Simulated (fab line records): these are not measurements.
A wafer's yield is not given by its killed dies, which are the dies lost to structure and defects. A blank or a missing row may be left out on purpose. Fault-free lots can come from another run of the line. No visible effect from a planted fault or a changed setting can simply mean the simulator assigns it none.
Matching of chambers / flow nandHarc / NHARC_A_CONTACT_ETCH_92 on rieDiel-01 has 4 sister chambers
The step etches the open film in CH3F/O2, target depth 40 nm, time 85.7 s. 4 wafers are shown with their chamber, then 9 later ones without.

## EACH WAFER AND ITS CHAMBER
wafer=L916.1; chamber=1; showerheadPlenumPTorr (Torr)=2.56
wafer=L916.5; chamber=2; showerheadPlenumPTorr (Torr)=2.42
wafer=L919.3; chamber=0; showerheadPlenumPTorr (Torr)=2.60
wafer=L919.6; chamber=3; showerheadPlenumPTorr (Torr)=2.36

## WAFERS WHOSE CHAMBER IS MISSING
wafer=L930.4; showerheadPlenumPTorr (Torr)=2.42
wafer=L930.5; showerheadPlenumPTorr (Torr)=2.56
wafer=L930.6; showerheadPlenumPTorr (Torr)=2.60
wafer=L931.1; showerheadPlenumPTorr (Torr)=2.56
wafer=L931.5; showerheadPlenumPTorr (Torr)=2.35
wafer=L931.6; showerheadPlenumPTorr (Torr)=2.42
wafer=L932.1; showerheadPlenumPTorr (Torr)=2.60
wafer=L932.4; showerheadPlenumPTorr (Torr)=2.35
wafer=L932.5; showerheadPlenumPTorr (Torr)=2.55

## CHAMBER TAKEN BY EACH
wafer=L930.4; from the rows above=2; in truth=2
wafer=L930.5; from the rows above=1; in truth=1
wafer=L930.6; from the rows above=0; in truth=0
wafer=L931.1; from the rows above=1; in truth=1
wafer=L931.5; from the rows above=3; in truth=3
wafer=L931.6; from the rows above=2; in truth=2
wafer=L932.1; from the rows above=0; in truth=0
wafer=L932.4; from the rows above=3; in truth=3
wafer=L932.5; from the rows above=1; in truth=1
Correctly placed: 9 of 9. Left unplaced by these rows: 0. Wrongly placed: 0.
How it was worked out, from the rows above alone: a wafer's distance from a chamber is the root of the sum, over the readings, of the square of ((its reading less the chamber's mean) divided by the reading's scatter). The wafer belongs to the nearest chamber; if the next one is less than 2 further off, it can't be placed. Each chamber's mean is taken over the wafers shown for it. The scatter (one wafer shown for each chamber): square how far every hidden wafer sits from the nearest shown wafer, average those squares and take the square root.
